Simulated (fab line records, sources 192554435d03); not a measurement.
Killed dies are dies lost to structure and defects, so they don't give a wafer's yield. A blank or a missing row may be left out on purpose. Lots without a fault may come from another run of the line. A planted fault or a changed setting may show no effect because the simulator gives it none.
fab line records | flow n5_finfet
record lots=6 wafers=18 last_day=17
route steps=1938 shown BEOL_M3@958 BEOL_M4@1111 PASSIVATION@1936
lots that met no fault: from a run of the same line without faults
start_h: hours from the record's first day to the start of the lot's first wafer shown | wait_h: hours since the lot's step before | " the same as in the row above | L1.1+2: a row that stands for several wafers | - no value, or no start given | * or withheld: withheld | < > ~ a bound
route shown NAME@n: a module of which the file shows steps, and the number in the route of the first | usual: mean/standard deviation of fault-free wafers | same: alike in all rows | chamber/n: place in a boat | sites: the reading at each site | _std_site: their standard deviation | _edge_site: outer sites' mean less inner sites' | radius_mm: how far each site lies from the wafer's centre | mask NAME#n: copy n | behind: the tool/chamber that last shaped the wafer | hold: why the lot was held/for how many hours/how that ended | device: the transistor (n, p or np) that didn't switch | end of line: the same wafers' tests at the end of the route | a step without rows: its recipe alone | killed: dies lost to structure and defects at the first sort, not the wafer's yield | map: a wafer's dies, x killed, . not, _ none there
set.NAME: the setting as run; set.NAME@STEP: as run at that earlier step | model.NAME: the simulator's own value behind a step, which no gauge read
lots at some steps of the route; a table a step, a row a wafer
services: from which hour (start_h, from the record's first day; less than 0 if before it) a tool's chamber was out of use, for how many hours, and why
## steps
# step N5_BEOL_M3_COAT_68
# recipe resist=SiARC temp_c=220 time_s=60 spin_rpm=1500 resist_thk_nm=12
# step N5_BEOL_M3_COAT_76
# recipe resist=underlayer temp_c=205 time_s=60 spin_rpm=1500 resist_thk_nm=5
# step N5_BEOL_M3_COAT_22
# recipe resist=CAR-EUV spin_rpm=1500 resist_thk_nm=30
# step N5_BEOL_M3_EBR_24
# recipe solvent=PGMEA ebr_width_mm=1.5
# step N5_BEOL_M3_SOFTBAKE_23
# recipe temp_c=110 time_s=60 resist=CAR-EUV
# step N5_BEOL_M3_EXPOSE_25
# recipe mask_id=V2 na=0.33 source_shape=quasar sigma_inner=0.2 sigma_outer=0.8 polarization=unpolarized defocus_nm=5 dose_mj=63
# step N5_BEOL_M3_PEB_26
# recipe peb_temp_c=100 peb_time_s=60 resist=CAR-EUV
# step N5_BEOL_M3_DEVELOP_27
# recipe develop_time_s=30 developer=TMAH resist=CAR-EUV rinse_liquid=surfactant_rinse dry=air_spin dev_temp_c=23
# step N5_BEOL_M3_CD_MEAS_28
# recipe target_cd_nm=25.7 landing_energy_ev=500 detector=se_inlens target_cd_y_nm=23.3 polarity=opening
# usual cd_nm=25.75/0.25
# columns lot.wafer tool chamber start_h wait_h cd_nm
L131.3 cd_sem-03 0 151.87 - 25.23
L131.5 " 0 " " 25.92
L131.6 " 0 " " 25.75
L136.1 cd_sem-01 0 182.03 - 25.28
L136.3 " 0 " " 26.03
L136.6 " 0 " " 25.79
L142.1 cd_sem-01 0 219.08 - 25.60
L142.2 " 0 " " 25.73
L142.5 " 0 " " 25.82
L145.2 cd_sem-02 0 233.18 - 25.52
L145.5 " 0 " " 26.35
L145.6 " 0 " " 25.46
L146.1 cd_sem-02 0 238.67 - 25.18
L146.3 " 0 " " 25.38
L146.4 " 0 " " 25.69
L150.1 cd_sem-01 0 272.35 - 25.60
L150.4 " 0 " " 25.78
L150.5 " 0 " " 26.22
# step N5_BEOL_M3_OVL_MEAS_29
# recipe points_per_wafer=522
# usual V2_OVL=0.1/0.86
# columns lot.wafer tool chamber start_h wait_h V2_OVL[nm]
L131.3 overlay-02 0 151.91 0.0 0.9
L131.5 " 0 " " 1.1
L131.6 " 0 " " 0.1
L136.1 overlay-01 0 182.06 0.0 -0.6
L136.3 " 0 " " -1.3
L136.6 " 0 " " 0.7
L142.1 overlay-01 0 219.11 0.0 0.1
L142.2 " 0 " " 2.4
L142.5 " 0 " " 0.4
L145.2 overlay-01 0 233.21 0.0 0.8
L145.5 " 0 " " 0.5
L145.6 " 0 " " 0.2
L146.1 overlay-02 0 238.70 0.0 1.6
L146.3 " 0 " " 1.5
L146.4 " 0 " " 0.2
L150.1 overlay-02 0 272.38 0.0 0.6
L150.4 " 0 " " -0.8
L150.5 " 0 " " 1.2
# step N5_BEOL_M3_INSPECT_30
# recipe mode=adi inspect_instrument=brightfield
# usual raw_defect_count=384/87
# columns lot.wafer tool chamber start_h wait_h raw_defect_count
L131.3 defect_inspect-02 - 151.96 0.0 499
L131.5 " - " " 460
L131.6 " - " " 362
L136.1 defect_inspect-02 - 182.12 0.1 404
L136.3 " - " " 292
L136.6 " - " " 496
L142.1 defect_inspect-01 - 219.17 0.1 256
L142.2 " - " " 371
L142.5 " - " " 308
L145.2 defect_inspect-02 - 233.26 0.0 331
L145.5 " - " " 283
L145.6 " - " " 241
L146.1 defect_inspect-01 - 238.75 0.1 304
L146.3 " - " " 329
L146.4 " - " " 316
L150.1 defect_inspect-02 - 272.44 0.1 383
L150.4 " - " " 623
L150.5 " - " " 391
# step N5_BEOL_M3_DESCUM_33
# recipe chemistry=O2 time_s=7 source_power_w=50 bias_power_w=20 pressure_mtorr=20 rf_frequency_hz=2.712e+07 temp_c=40 resist=CAR-EUV o2_flow_sccm=225
# usual drypump_motor_current_A=5.83/0.23 oes_product_au=0.78/0.086 rf_vpp_V=243.1/1.5 showerhead_plenum_p_Torr=2.08/0.087 throttle_valve_pct=20.53/0.23
# columns lot.wafer tool chamber start_h wait_h drypump_motor_current_A oes_product_au rf_hours_counter_h rf_vpp_V showerhead_plenum_p_Torr throttle_valve_pct
L131.3 rie_diel-05 0 152.01 0.0 5.83 0.69 217 244.8 2.07 20.84
L131.5 " 3 " " 5.99 0.76 - 241.8 2.01 20.56
L131.6 " 2 " " 5.81 0.88 - 246.1 2.23 20.60
L136.1 rie_diel-04 3 182.16 0.0 6.22 0.74 176 242.8 2.08 20.70
L136.3 " 1 " " 6.00 0.84 80 241.9 2.03 20.15
L136.6 " 1 " " 6.01 0.84 - 242.5 2.03 20.17
L142.1 rie_diel-04 3 219.20 0.0 6.21 0.74 187 242.6 2.08 20.73
L142.2 " 1 " " 6.02 0.84 90 241.9 2.03 20.19
L142.5 " 3 " " 6.21 0.73 - 243.9 2.08 20.74
L145.2 rie_diel-04 3 233.30 0.0 6.20 0.73 190 242.3 2.07 20.75
L145.5 " 1 " " 5.99 0.84 - 242.4 2.03 20.19
L145.6 " 2 " " 5.59 0.90 - 244.4 2.22 20.10
L146.1 rie_diel-05 1 238.79 0.0 5.67 0.99 2 242.5 2.07 20.16
L146.3 " 2 " " 5.80 0.84 76 245.6 2.22 20.66
L146.4 " 0 " " 5.82 0.67 246 243.0 2.06 20.88
L150.1 rie_diel-03 0 272.47 0.0 6.27 0.71 209 243.7 2.08 20.80
L150.4 " 3 " " 5.80 0.90 25 246.1 2.23 20.15
L150.5 " 2 " " 5.69 0.74 - 244.9 2.18 20.67
# step N5_BEOL_M3_ETCH_77
# recipe chemistry=N2/H2 target=underlayer target_depth_a=65 mask_material=CAR-EUV time_s=5.2 ion_energy_ev=200 pressure_mtorr=30 source_w=840 bias_w=150 n2_flow_sccm=200 h2_flow_sccm=200 ends=cleared
# usual drypump_motor_current_A=5.85/0.23 etch_rf_on_time_s=5.20/0.084 oes_product_au=0.66/0.073 rf_vpp_V=523/3.1 showerhead_plenum_p_Torr=2.53/0.1 throttle_valve_pct=17.95/0.23
# columns lot.wafer tool chamber start_h wait_h drypump_motor_current_A etch_rf_on_time_s oes_product_au rf_hours_counter_h rf_vpp_V showerhead_plenum_p_Torr throttle_valve_pct
L131.3 rie_diel-05 0 152.05 0.0 5.79 5.19 0.60 217 521 2.51 18.25
L131.5 " 3 " " 5.96 5.26 0.64 - 523 2.44 17.89
L131.6 " 2 " " 5.81 5.12 0.75 - 527 2.70 17.99
L136.1 rie_diel-04 3 182.19 0.0 6.24 5.28 0.63 176 526 2.54 18.16
L136.3 " 1 " " 6.00 5.33 0.71 80 521 2.48 17.72
L136.6 " 1 " " 5.99 5.33 0.71 - 522 2.48 17.69
L142.1 rie_diel-04 3 219.24 0.0 6.22 8.96 0.48 187 524 2.54 18.16
L142.2 " 1 " " 6.03 9.11 0.54 90 523 2.48 17.66
L142.5 " 3 " " 6.21 8.95 0.48 - 523 2.54 18.16
L145.2 rie_diel-04 3 233.33 0.0 6.24 9.07 0.48 190 525 2.54 18.17
L145.5 " 1 " " 6.02 9.11 0.54 - 521 2.48 17.70
L145.6 " 2 " " 5.61 9.28 0.58 - 527 2.70 17.42
L146.1 rie_diel-05 1 238.82 0.0 5.69 5.13 0.85 2 524 2.50 17.56
L146.3 " 2 " " 5.82 5.05 0.72 76 528 2.69 18.05
L146.4 " 0 " " 5.81 5.13 0.59 246 525 2.50 18.29
L150.1 rie_diel-03 0 272.51 0.0 6.30 5.16 0.61 209 521 2.52 18.22
L150.4 " 3 " " 5.77 5.03 0.78 25 528 2.70 17.53
L150.5 " 2 " " 5.71 5.19 0.62 - 525 2.62 17.96
# step N5_BEOL_M3_ETCH_69
# recipe chemistry=CF4 target=SiARC target_depth_a=156 mask_material=CAR-EUV time_s=26 ion_energy_ev=80 pressure_mtorr=40 source_w=545 bias_w=36 Ar_flow_sccm=100 cf4_flow_sccm=100 ends=cleared
# usual drypump_motor_current_A=5.84/0.23 etch_rf_on_time_s=26.0/0.4 oes_product_au=0.67/0.072 rf_vpp_V=183.9/1.3 showerhead_plenum_p_Torr=2.13/0.08 throttle_valve_pct=15.70/0.24
# columns lot.wafer tool chamber start_h wait_h drypump_motor_current_A etch_rf_on_time_s oes_product_au rf_hours_counter_h rf_vpp_V showerhead_plenum_p_Torr throttle_valve_pct
L131.3 rie_diel-05 0 152.06 0.0 5.80 26.1 0.59 217 183.9 2.12 16.03
L131.5 " 3 " " 6.01 25.9 0.64 - 182.0 2.06 15.78
L131.6 " 2 " " 5.82 25.3 0.75 - 184.5 2.27 15.66
L136.1 rie_diel-04 3 182.21 0.0 6.22 26.1 0.63 176 183.2 2.14 15.92
L136.3 " 1 " " 6.04 26.0 0.71 80 184.3 2.08 15.32
L136.6 " 1 " " 6.02 26.0 0.72 - 183.5 2.08 15.33
L142.1 rie_diel-04 3 219.25 0.0 6.22 26.2 0.62 187 184.8 2.13 15.94
L142.2 " 1 " " 5.99 26.2 0.71 90 181.7 2.08 15.35
L142.5 " 3 " " 6.19 26.2 0.62 - 183.8 2.13 15.97
L145.2 rie_diel-04 3 233.35 0.0 6.21 26.4 0.63 190 184.6 2.13 15.95
L145.5 " 1 " " 5.97 26.3 0.70 - 182.6 2.08 15.34
L145.6 " 2 " " 5.60 26.7 0.76 - 185.6 2.28 15.30
L146.1 rie_diel-05 1 238.84 0.0 5.68 25.8 0.85 2 183.9 2.12 15.26
L146.3 " 2 " " 5.79 25.1 0.73 76 186.0 2.26 15.71
L146.4 " 0 " " 5.81 26.0 0.58 246 183.9 2.11 16.08
L150.1 rie_diel-03 0 272.52 0.0 6.27 25.9 0.61 209 183.8 2.12 15.91
L150.4 " 3 " " 5.78 25.5 0.78 25 187.8 2.27 15.28
L150.5 " 2 " " 5.68 26.2 0.62 - 186.2 2.21 15.76
# step N5_BEOL_M4_RC_MEAS_101
# usual DIBL_N=36.8/1.5 DIBL_P=37.1/2.1 IOFF_N=0.168/0.03 IOFF_P=0.22/0.034 ION_N=679/12 ION_P=466/8 SS_N=71.7/0.58 SS_P=73.5/0.67 VT_N=248.8/2.7 VT_P=-250/3.3
# columns lot.wafer tool chamber start_h wait_h DIBL_N[mV/V] DIBL_P[mV/V] IOFF_N[nA/um] IOFF_P[nA/um] ION_N[uA/um] ION_P[uA/um] SS_N[mV/dec] SS_P[mV/dec] VT_N[mV] VT_P[mV]
L131.3 prober-01 0 170.95 0.3 37.1 38.3 0.189 0.25 681 461 71.5 73.4 245.9 -247
L131.5 " 0 " " 37.0 37.9 0.182 0.25 684 467 71.4 74.3 248.8 -247
L131.6 " 0 " " 38.0 39.9 0.210 0.28 692 471 71.4 74.6 246.4 -245
L136.1 prober-01 0 197.91 0.0 34.8 37.5 0.160 0.23 683 468 71.2 73.8 247.8 -247
L136.3 " 0 " " 35.2 37.3 0.163 0.22 679 467 72.0 73.1 249.1 -250
L136.6 " 0 " " 34.2 36.1 0.150 0.20 678 463 71.3 73.5 248.1 -250
L142.1 prober-02 0 240.32 0.0 40.2 41.8 0.242 0.28 691 470 72.5 74.8 245.4 -246
L142.2 " 0 " " 34.4 35.9 0.125 0.19 652 459 71.3 73.3 252.5 -249
L142.5 " 0 " " 37.3 39.9 0.182 0.24 673 461 72.7 74.3 248.5 -248
L145.2 prober-02 0 248.67 0.2 37.2 38.2 0.199 0.22 688 458 72.1 73.5 244.9 -253
L145.5 " 0 " " 35.6 37.3 0.161 0.20 670 466 72.2 72.8 248.6 -251
L145.6 " 0 " " 38.1 39.1 0.201 0.22 689 468 73.6 73.5 247.7 -250
L146.1 prober-01 0 262.82 0.0 36.1 35.5 0.140 0.20 663 459 71.2 73.2 250.6 -250
L146.3 " 0 " " 35.8 35.5 0.140 0.21 675 469 71.7 72.7 247.9 -251
L146.4 " 0 " " 36.9 37.7 0.172 0.24 698 472 71.3 73.8 246.5 -249
L150.1 prober-02 0 294.46 0.0 38.6 37.1 0.166 0.19 668 448 72.1 74.1 251.5 -256
L150.4 " 0 " " 36.1 33.6 0.122 0.14 654 441 71.7 72.8 254.6 -260
L150.5 " 0 " " 38.1 36.7 0.153 0.17 668 449 72.3 73.7 252.0 -260
# step N5_PASSIVATION_PROBE_49
# usual defect_limited_yield=91.0/1.5 killed_at_M0_to_M3=34/11 killed_at_M4_up=14/5.3 killed_at_contacts=13/7 killed_at_front_end=41/13 killed_at_other=4/3.1 killed_dies=106/17 killed_open=70/12 killed_short=35/8 sort_bin_5_function=5.2/0.98 sort_bin_6_memory=3.4/0.69 sort_bin_8_speed=0.00/0.007 sort_n_pass=1074/17 sort_yield_pct=91.0/1.5
# same gross_dies=1180 killed_at_back_side=0 sort_bin_4_leakage[%]=0
# columns lot.wafer tool chamber start_h wait_h defect_limited_yield[%] killed_at_M0_to_M3 killed_at_M4_up killed_at_contacts killed_at_front_end killed_at_other killed_dies killed_open killed_short sort_bin_5_function[%] sort_bin_6_memory[%] sort_bin_8_speed[%] sort_n_pass sort_yield_pct[%]
L146.1 prober-02 - 368.21 0.0 91.4 34 16 11 37 3 101 68 29 5.2 3.0 0 1079 91.4
L146.3 prober-02 - 368.31 0.1 90.1 35 10 11 57 4 117 71 46 6.0 3.6 0 1063 90.1
L146.4 prober-02 - 368.36 0.2 91.4 40 9 9 37 6 101 69 32 5.3 3.1 0 1079 91.4
# killed by level:class
L146.1 BEOL_M3:geometric_particle:open=12 MOL_CONTACT_COAG:geometric_particle:open=11 BEOL_M2:geometric_particle:open=9 BEOL_M4:geometric_particle:open=9 FIN_SAQP:geometric_particle:open=6 STARTING-WAFER:geometric_particle:short=6 FIN_SAQP:geometric_particle:short=3 GATE_CUT:geometric_particle:short=3
L146.3 FIN_SAQP:geometric_particle:short=12 MOL_CONTACT_COAG:geometric_particle:open=10 FIN_SAQP:geometric_particle:open=9 BEOL_M0_SAQP:geometric_particle:open=9 GATE_CUT:geometric_particle:short=7 BEOL_M3:geometric_particle:open=6 BEOL_M1:geometric_particle:open=5 BEOL_M2:geometric_particle:open=5
L146.4 BEOL_M2:geometric_particle:open=14 FIN_SAQP:geometric_particle:open=9 BEOL_M3:geometric_particle:open=9 STI_FIN_REVEAL:geometric_particle:open=8 MOL_CONTACT_COAG:geometric_particle:open=6 BEOL_M0_SAQP:geometric_particle:open=6 DUMMY_GATE:geometric_particle:open=4 ILD0:geometric_particle:short=4
## services
# columns tool chamber start_h hours kind
rie_diel-05 2 156.09 5.9 repair
rie_diel-03 - 158.81 0.4 repair
rie_diel-04 2 166.33 - clean
rie_diel-04 2 166.33 - consumable_replace:esc
rie_diel-04 2 166.33 - consumable_replace:focus_ring
rie_diel-04 2 166.33 - consumable_replace:showerhead
rie_diel-04 2 166.33 17.8 scheduled_down
rie_diel-04 2 166.33 17.8 vent_cycle
rie_diel-03 3 173.66 - clean
rie_diel-03 3 173.66 - consumable_replace:focus_ring
rie_diel-03 3 173.66 - consumable_replace:showerhead
rie_diel-03 3 173.66 21.4 scheduled_down
rie_diel-05 1 210.42 - clean
rie_diel-05 1 210.42 - consumable_replace:focus_ring
rie_diel-05 1 210.42 23.2 scheduled_down
rie_diel-05 1 210.42 23.2 vent_cycle
rie_diel-04 - 234.11 1.7 repair
rie_diel-04 0 248.92 19.3 repair
rie_diel-05 0 250.22 - clean
rie_diel-05 0 250.22 - consumable_replace:focus_ring
rie_diel-05 0 250.22 13.9 scheduled_down
rie_diel-05 0 250.22 13.9 vent_cycle
rie_diel-05 - 261.73 0.6 repair
rie_diel-05 - 266.08 0.8 repair
## key
first_sign step=N5_BEOL_M3_ETCH_77 reading=etch_rf_on_time_s direction=up sigmas=46 usual=* struck=*
effect step=N5_BEOL_M3_ETCH_77 reading=oes_product_au direction=down sigmas=2 usual=0.66 struck=0.52 wafers_moved=3
met_at N5_BEOL_M3_ETCH_77
struck_wafers L142.1,L142.2,L142.5,L145.2,L145.5,L145.6
onset_between 182.19 219.24
fault kind=process_parameter_drift tool=rie_diel-04 chamber=- onset_h=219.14 steps=N5_BEOL_M3_ETCH_77 channel=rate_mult offset=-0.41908 shape=step end_h=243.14
